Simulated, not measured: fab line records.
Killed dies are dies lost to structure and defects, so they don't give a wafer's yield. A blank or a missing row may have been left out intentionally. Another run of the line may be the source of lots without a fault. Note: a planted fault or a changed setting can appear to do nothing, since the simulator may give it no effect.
fab line records	flow nand_harc
record lots=7	wafers=21	last_day=23
route steps=1159 shown A_M1@1038
lots with no fault: from the same line, run without faults
start_h: hours from the record's opening day to when the first of the lot's shown wafers began	wait_h: hours since the lot's step before	" same as the row above	L1.1+2: a single row standing in for several wafers	- no value, or no start given	* or withheld: withheld	< > ~ a bound
route shown NAME@n: a module of which the file shows steps, and the number in the route of the first	usual: mean and standard deviation over wafers with no fault	same: alike in all rows	chamber/n: place in a boat	sites: each site's reading	_std_site: their standard deviation	_edge_site: the outer-site mean with the inner-site mean subtracted	radius_mm: how far each site lies from the wafer's centre	mask NAME#n: copy n	behind: tool/chamber where the wafer was last shaped	hold: the reason the lot was held/the length of the hold in hours/how it ended	device: whichever transistor did not switch (one of n, p or np)	end of line: the same wafers' tests at the end of the route	where a step has no rows: the recipe by itself	killed: dies lost to structure and defects at the first sort, not the wafer's yield	map: a wafer's dies, x killed, . not, _ none there
set.NAME: the setting that was run; set.NAME@STEP: the one run at that earlier step	model.NAME: the simulator's own value behind a step, which no gauge read
lots at some steps of the route; a table a step, a row a wafer
services: when a tool's chamber went out of use (start_h, in hours from the record's first day, below 0 if earlier), for how many hours, and the reason
## steps
# step NHARC_A_M1_INSPECT_11
# usual raw_defect_count=30/13
lot.wafer	tool	chamber	start_h	wait_h	raw_defect_count
L939.2	defect_inspect-02	-	407.60	0.0	20
L939.5	"	-	"	"	18
L939.6	"	-	"	"	21
L938.1	defect_inspect-01	-	427.57	0.0	29
L938.5	"	-	"	"	25
L938.6	"	-	"	"	15
L945.2	defect_inspect-02	-	454.33	0.0	35
L945.5	"	-	"	"	17
L945.6	"	-	"	"	29
L942.3	defect_inspect-01	-	455.46	0.0	21
L942.4	"	-	"	"	34
L942.5	"	-	"	"	34
L950.1	defect_inspect-02	-	468.12	0.0	26
L950.3	"	-	"	"	25
L950.5	"	-	"	"	32
L952.2	defect_inspect-02	-	506.05	0.0	37
L952.5	"	-	"	"	28
L952.6	"	-	"	"	34
L953.1	defect_inspect-02	-	508.95	0.0	34
L953.2	"	-	"	"	41
L953.3	"	-	"	"	35
# step NHARC_A_M1_DESCUM_14
# recipe time_s=3	o2_flow_sccm=200	ar_flow_sccm=0	bias_power_w=0	chemistry=O2
# usual drypump_motor_current_A=5.6/0.54	mfc_ar_sccm=0.007/0.015	oes_product_au=0.997/0.0077	rf_vpp_V=58.0/0.97	showerhead_plenum_p_Torr=1.94/0.078	throttle_valve_pct=11.310/0.0093
# same bias_power_w=0
lot.wafer	tool	chamber	start_h	wait_h	drypump_motor_current_A	mfc_ar_sccm	oes_product_au	rf_hours_counter_h	rf_vpp_V	showerhead_plenum_p_Torr	throttle_valve_pct
L939.2	rie_diel-10	0	407.68	0.1	5.9	0.005	0.986	5	57.9	1.83	11.322
L939.5	"	1	"	"	5.7	0	0.995	-	57.5	1.99	11.289
L939.6	"	2	"	"	5.3	0	0.991	-	57.8	1.88	11.325
L938.1	rie_diel-08	2	427.64	0.1	5.6	0	0.990	3	57.9	1.91	11.313
L938.6	"	2	"	"	5.6	0	0.988	-	57.9	1.92	11.322
L938.5	"	3	"	"	5.3	0	1.002	-	58.8	2.00	11.329
L945.2	rie_diel-08	3	454.41	0.1	5.3	0	1.024	3	57.3	2.00	11.306
L945.6	"	1	"	"	5.3	0	0.994	-	58.4	1.91	11.295
L945.5	"	2	"	"	5.6	0	0.997	-	57.3	1.91	11.322
L942.3	rie_diel-08	3	455.53	0.1	5.3	0	1.000	3	59.2	2.00	11.302
L942.4	"	0	"	"	6.2	0.023	0.980	3	59.4	2.05	11.300
L942.5	"	2	"	"	5.6	0	0.993	-	60.1	1.92	11.311
L950.1	rie_diel-12	0	468.20	0.1	6.7	0	0.991	6	59.7	2.06	11.279
L950.3	"	3	"	"	5.1	0	1.001	6	57.8	2.01	11.320
L950.5	"	0	"	"	6.7	0	1.010	-	59.1	2.06	11.318
L952.2	rie_diel-12	2	506.11	0.1	5.1	0.041	0.995	8	57.4	1.91	11.303
L952.5	"	2	"	"	5.1	0.041	1.006	-	58.3	1.91	11.303
L952.6	"	3	"	"	5.2	0	0.982	-	59.0	2.01	11.300
L953.3	rie_diel-12	1	509.01	0.1	5.7	0	0.994	7	57.8	1.91	11.310
L953.2	"	2	"	"	5.0	0.041	1.006	8	56.9	1.91	11.315
L953.1	"	0	"	"	6.7	0	1.003	9	58.4	2.06	11.307
# step NHARC_A_M1_ETCH_35
# recipe target_depth_a=400	overetch_a=120	time_s=43.94	ion_energy_ev=200	n2_flow_sccm=150	h2_flow_sccm=150	ar_flow_sccm=0	rf_w=400	bias_w=150	chemistry=N2/H2
# step NHARC_A_M1_ETCH_15
# recipe target_depth_a=1825	time_s=91.2	c4f8_flow_sccm=withheld	ar_flow_sccm=400	rf_w=600	bias_w=300	chemistry=C4F8/Ar
# step NHARC_A_M1_CD_MEAS_16
# usual cd_nm=119.9/0.83
lot.wafer	tool	chamber	start_h	wait_h	cd_nm
L939.2	cd_sem-03	-	407.96	-	119.3
L939.5	"	-	"	"	120.6
L939.6	"	-	"	"	119.4
L938.1	cd_sem-02	-	427.94	-	119.4
L938.5	"	-	"	"	118.6
L938.6	"	-	"	"	120.1
L945.2	cd_sem-02	-	454.72	-	119.1
L945.5	"	-	"	"	120.1
L945.6	"	-	"	"	121.1
L942.3	cd_sem-03	-	455.83	-	118.7
L942.4	"	-	"	"	119.8
L942.5	"	-	"	"	119.3
L950.1	cd_sem-02	-	468.50	-	119.6
L950.3	"	-	"	"	118.4
L950.5	"	-	"	"	120.4
L952.2	cd_sem-03	-	506.42	-	119.7
L952.5	"	-	"	"	120.8
L952.6	"	-	"	"	120.1
L953.1	cd_sem-01	-	509.32	-	120.4
L953.2	"	-	"	"	120.1
L953.3	"	-	"	"	119.9
# step NHARC_A_M1_STRIP_18
# recipe power_w=1000	n2_flow_sccm=150	h2_flow_sccm=150	ar_flow_sccm=0	bias_w=0	chemistry=N2/H2
# usual drypump_motor_current_A=5.6/0.47	mfc_ar_sccm=0.007/0.013	oes_product_au=0.997/0.0086	rf_vpp_V=90.8/0.95	showerhead_plenum_p_Torr=2.08/0.083	throttle_valve_pct=14.170/0.0093
lot.wafer	tool	chamber	start_h	wait_h	drypump_motor_current_A	mfc_ar_sccm	oes_product_au	rf_hours_counter_h	rf_vpp_V	showerhead_plenum_p_Torr	throttle_valve_pct
L939.2	rie_diel-12	2	408.06	0.1	5.1	0.041	1.001	2	90.8	2.04	14.168
L939.5	"	1	"	"	5.8	0	0.988	-	91.0	2.04	14.142
L939.6	"	2	"	"	5.0	0.041	0.998	-	93.1	2.04	14.181
L938.1	rie_diel-10	1	428.02	0.1	5.7	0	1.005	8	91.6	2.12	14.170
L938.6	"	1	"	"	5.7	0	1.008	-	91.8	2.12	14.160
L938.5	"	2	"	"	5.3	0	0.995	-	89.2	2.00	14.166
L945.2	rie_diel-10	2	454.87	0.1	5.3	0	0.990	9	90.4	2.00	14.169
L945.5	"	3	"	"	5.1	0	0.981	-	89.7	1.91	14.168
L945.6	"	0	"	"	5.9	0.005	0.981	-	89.7	1.95	14.172
L942.3	rie_diel-10	2	455.90	0.1	5.3	0	0.992	9	91.2	2.00	14.159
L942.4	"	0	"	"	5.9	0.005	0.983	8	88.8	1.95	14.168
L942.5	"	2	"	"	5.3	0	0.993	-	89.9	2.00	14.179
L950.3	rie_diel-08	3	468.60	0.1	5.3	0	1.005	4	92.3	2.13	14.175
L950.1	"	1	"	"	5.3	0	1.004	4	91.5	2.04	14.160
L950.5	"	3	"	"	5.3	0	1.006	-	90.8	2.13	14.177
L952.2	rie_diel-08	0	506.52	0.1	6.2	0.023	0.994	1	91.1	2.19	14.184
L952.5	"	3	"	"	5.3	0	0.986	-	91.2	2.13	14.182
L952.6	"	0	"	"	6.2	0.023	0.997	-	91.8	2.19	14.175
L953.1	rie_diel-08	1	509.39	0.1	5.3	0	1.004	1	90.2	2.04	14.161
L953.2	"	2	"	"	5.6	0	0.990	1	90.5	2.04	14.157
L953.3	"	3	"	"	5.3	0	1.003	1	90.4	2.13	14.176
# step NHARC_A_M1_ETCH_28
# recipe target_depth_a=300	over_etch_frac=0.3	time_s=72.99	ion_energy_ev=150	cf4_flow_sccm=50	n2_flow_sccm=100	ar_flow_sccm=150	rf_w=300	bias_w=100	chemistry=CF4/N2
# step NHARC_A_M1_STRIP_19
# recipe time_s=600	temp_c=30	chemistry=post_etch_residue_remover
# step NHARC_A_M1_DEGAS_29
# recipe temp_c=250	time_s=60
# usual heater_power_w=309/24
lot.wafer	tool	chamber	start_h	wait_h	heater_power_w
L939.2	pvd_sputter-02	-	408.68	-	323
L939.5	"	-	"	"	297
L939.6	"	-	"	"	326
L938.1	pvd_sputter-02	-	428.65	-	297
L938.6	"	-	"	"	300
L938.5	"	-	"	"	313
L945.2	pvd_sputter-02	-	455.44	-	301
L945.5	"	-	"	"	317
L945.6	"	-	"	"	374
L942.4	pvd_sputter-01	-	456.55	-	301
L942.3	"	-	"	"	301
L942.5	"	-	"	"	281
L950.1	pvd_sputter-03	-	469.22	-	313
L950.3	"	-	"	"	286
L950.5	"	-	"	"	301
L952.2	pvd_sputter-01	-	507.15	-	304
L952.6	"	-	"	"	284
L952.5	"	-	"	"	290
L953.3	pvd_sputter-02	-	510.03	-	372
L953.1	"	-	"	"	306
L953.2	"	-	"	"	307
# step NHARC_A_M1_PRE_CLEAN_30
# recipe time_s=30	temp_c=280	gas=H2/He
# usual heater_power_w=379/31
lot.wafer	tool	chamber	start_h	wait_h	heater_power_w
L939.2	pvd_sputter-02	-	-	-	385
L939.6	"	-	"	"	397
L939.5	"	-	"	"	457
L938.1	pvd_sputter-02	-	-	-	402
L938.5	"	-	"	"	397
L938.6	"	-	"	"	467
L945.2	pvd_sputter-02	-	-	-	400
L945.5	"	-	"	"	374
L945.6	"	-	"	"	378
L942.4	pvd_sputter-01	-	-	-	370
L942.3	"	-	"	"	373
L942.5	"	-	"	"	361
L950.3	pvd_sputter-03	-	-	-	366
L950.1	"	-	"	"	354
L950.5	"	-	"	"	390
L952.2	pvd_sputter-01	-	-	-	365
L952.5	"	-	"	"	368
L952.6	"	-	"	"	348
L953.2	pvd_sputter-02	-	-	-	394
L953.3	"	-	"	"	473
L953.1	"	-	"	"	371
# step NHARC_A_M1_PVD_20
# recipe target_thk_a=50	bias_v=168.6	power_w=15000	chamber_pressure_pa=0.12	time_s=8.06	substrate_temp_c=50	material=TaN
# step NHARC_A_M1_PVD_21
# recipe target_thk_a=300	chamber_pressure_pa=5	power_w=5000	substrate_temp_c=30	time_s=20.49	material=Cu
# usual throttle_valve_pct=29.8/1.2
lot.wafer	tool	chamber	start_h	wait_h	throttle_valve_pct
L939.2	pvd_sputter-02	-	-	-	29.6
L939.5	"	-	"	"	30.2
L939.6	"	-	"	"	31.5
L938.1	pvd_sputter-02	-	-	-	31.4
L938.5	"	-	"	"	29.8
L938.6	"	-	"	"	30.5
L945.2	pvd_sputter-02	-	-	-	29.7
L945.6	"	-	"	"	29.5
L945.5	"	-	"	"	29.4
L942.4	pvd_sputter-01	-	-	-	29.6
L942.3	"	-	"	"	29.8
L942.5	"	-	"	"	29.5
L950.3	pvd_sputter-03	-	-	-	28.7
L950.1	"	-	"	"	30.9
L950.5	"	-	"	"	28.9
L952.2	pvd_sputter-01	-	-	-	27.0
L952.6	"	-	"	"	29.9
L952.5	"	-	"	"	26.9
L953.2	pvd_sputter-02	-	-	-	30.3
L953.3	"	-	"	"	31.2
L953.1	"	-	"	"	29.4
# step NHARC_A_M1_ECD_22
# recipe target_thk_a=4000	bath_temp_c=25	material=Cu
# usual bath_heat_duty_pct=6.5/0.59	bath_temp_c=25.00/0.1
lot.wafer	tool	chamber	start_h	wait_h	bath_heat_duty_pct	bath_temp_c
L939.2	ecd_cu-01	1	409.03	-	6.6	24.94
L939.6	"	1	"	"	6.5	25.02
L939.5	"	0	"	"	7.0	24.99
L938.1	ecd_cu-02	0	429.06	-	6.3	24.84
L938.5	"	1	"	"	6.9	24.86
L938.6	"	0	"	"	5.7	25.04
L945.2	ecd_cu-02	0	455.82	-	-	-
L945.5	"	0	"	"	-	-
L945.6	"	1	"	"	-	-
L942.3	ecd_cu-01	0	457.00	-	-	-
L942.4	"	1	"	"	-	-
L942.5	"	0	"	"	-	-
L950.1	ecd_cu-01	1	469.59	-	-	-
L950.3	"	1	"	"	-	-
L950.5	"	0	"	"	-	-
L952.2	ecd_cu-01	1	507.49	-	7.1	24.98
L952.6	"	1	"	"	6.7	24.99
L952.5	"	0	"	"	6.9	24.94
L953.2	ecd_cu-02	0	510.39	-	5.2	25.07
L953.1	"	1	"	"	6.1	25.06
L953.3	"	0	"	"	5.8	24.97
# step NHARC_A_M1_ANNEAL_31
# recipe temp_c=225	time_s=90
# step NHARC_A_M1_CMP_23
# recipe t_overpolish_s=20	target_thk_nm=154.34
# usual motor_current_A=12.0/1.4	retaining_ring_pressure_frac=1.000/0.0046	slurry_flow_ml_min=150.1/0.5	time_to_endpoint_s=29.1/2.7
lot.wafer	tool	chamber	start_h	wait_h	motor_current_A	retaining_ring_pressure_frac	slurry_flow_ml_min	time_to_endpoint_s
L939.2	cmp-02	1	409.76	-	13.9	0.998	149.6	29.4
L939.5	"	1	"	"	13.6	1.004	150.3	29.1
L939.6	"	2	"	"	11.4	0.998	150.1	28.6
L938.1	cmp-04	1	429.81	-	13.2	1.003	150.7	29.9
L938.5	"	3	"	"	11.9	1.001	150.0	30.6
L938.6	"	0	"	"	10.2	0.985	149.8	27.5
L945.2	cmp-03	0	456.56	-	11.5	0.997	150.0	3.4
L945.5	"	3	"	"	11.5	1.000	149.7	0.0
L945.6	"	0	"	"	11.5	1.004	149.8	3.7
L942.4	cmp-02	2	457.62	-	11.8	0.990	150.5	1.1
L942.3	"	1	"	"	13.5	1.007	149.9	0.5
L942.5	"	3	"	"	11.4	1.003	150.0	3.4
L950.1	cmp-04	1	470.37	-	13.2	1.008	150.0	5.2
L950.3	"	2	"	"	10.5	1.001	150.0	0.1
L950.5	"	3	"	"	12.5	1.001	149.8	4.8
L952.2	cmp-02	1	508.27	-	13.6	0.993	150.3	27.6
L952.5	"	3	"	"	11.2	0.999	149.9	28.7
L952.6	"	0	"	"	14.2	0.999	150.6	28.1
L953.1	cmp-02	0	511.11	-	15.7	1.002	150.1	28.9
L953.3	"	1	"	"	13.2	1.006	150.7	28.0
L953.2	"	3	"	"	11.6	1.000	151.3	27.1
# step NHARC_A_M1_THK_MEAS_24
# recipe thk_meas_gauge=xrf
# usual thk_nm=154.4/1.4
lot.wafer	tool	chamber	start_h	wait_h	thk_nm
L939.2	film_metro-01	-	410.07	-	151.5
L939.5	"	-	"	"	155.2
L939.6	"	-	"	"	153.5
L938.1	film_metro-01	-	430.07	-	155.2
L938.5	"	-	"	"	156.5
L938.6	"	-	"	"	156.2
L945.2	film_metro-01	-	456.85	-	28.3
L945.5	"	-	"	"	29.2
L945.6	"	-	"	"	29.2
L942.3	film_metro-02	-	457.94	-	30.8
L942.4	"	-	"	"	30.5
L942.5	"	-	"	"	30.3
L950.1	film_metro-01	-	470.62	-	31.3
L950.3	"	-	"	"	30.7
L950.5	"	-	"	"	31.4
L952.2	film_metro-01	-	508.53	-	152.1
L952.5	"	-	"	"	154.3
L952.6	"	-	"	"	154.0
L953.1	film_metro-01	-	511.43	-	154.8
L953.2	"	-	"	"	154.8
L953.3	"	-	"	"	156.2
# step NHARC_A_M1_SRD_25
## services
tool	chamber	start_h	hours	kind
rie_diel-08	0	384.30	-	clean
rie_diel-08	1	384.30	-	clean
rie_diel-08	2	384.30	-	clean
rie_diel-08	3	384.30	-	clean
pvd_sputter-02	-	395.93	0.7	repair
cmp-04	-	399.10	4.0	pm
cmp-02	-	401.94	0.3	repair
rie_diel-08	0	408.80	-	clean
rie_diel-08	1	408.80	-	clean
pvd_sputter-02	-	409.39	10.0	pm
cmp-03	-	414.43	2.3	repair
pvd_sputter-03	-	415.55	3.1	repair
cmp-02	-	428.79	4.0	pm
rie_diel-12	1	448.21	12.8	repair
cmp-03	-	448.40	2.2	repair
ecd_cu-01	-	448.74	8.0	pm
cmp-03	-	452.41	4.0	pm
pvd_sputter-03	-	458.05	10.0	pm
ecd_cu-02	-	460.38	4.4	repair
rie_diel-08	-	478.80	9.0	pm
rie_diel-10	1	483.56	19.8	repair
cmp-04	-	497.10	4.0	pm
rie_diel-08	-	499.70	0.3	repair
pvd_sputter-01	-	509.17	2.1	repair
## key
first_sign step=NHARC_A_M1_ECD_22	reading=tool_record	direction=missing
effect step=NHARC_A_M1_CMP_23	reading=time_to_endpoint_s	direction=down	sigmas=10	usual=*	struck=*
effect step=NHARC_A_M1_THK_MEAS_24	reading=thk_nm	direction=down	sigmas=86	usual=154.4	struck=30.2
met_at NHARC_A_M1_ECD_22
struck_wafers L942.3,L942.4,L942.5,L945.2,L945.5,L945.6,L950.1,L950.3,L950.5
later_rows_left_out L942.3,L942.4,L942.5,L945.2,L945.5,L945.6,L950.1,L950.3,L950.5
sort_left_out L942.3,L942.4,L942.5,L945.2,L945.5,L945.6,L950.1,L950.3,L950.5
onset_between 429.06 455.82
fault kind=skipped_step_whole	tool=ecd_cu-01,ecd_cu-02	chamber=-	onset_h=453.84	steps=NHARC_A_M1_ECD_22	scope=struck_lots_only
# sort_left_out: the simulated sort isn't trusted on such a fault, so these wafers' sort isn't shown, and their yield isn't known
# later_rows_left_out: the simulator's readings of these wafers behind a module that went badly wrong aren't trusted and aren't shown, but for the sort
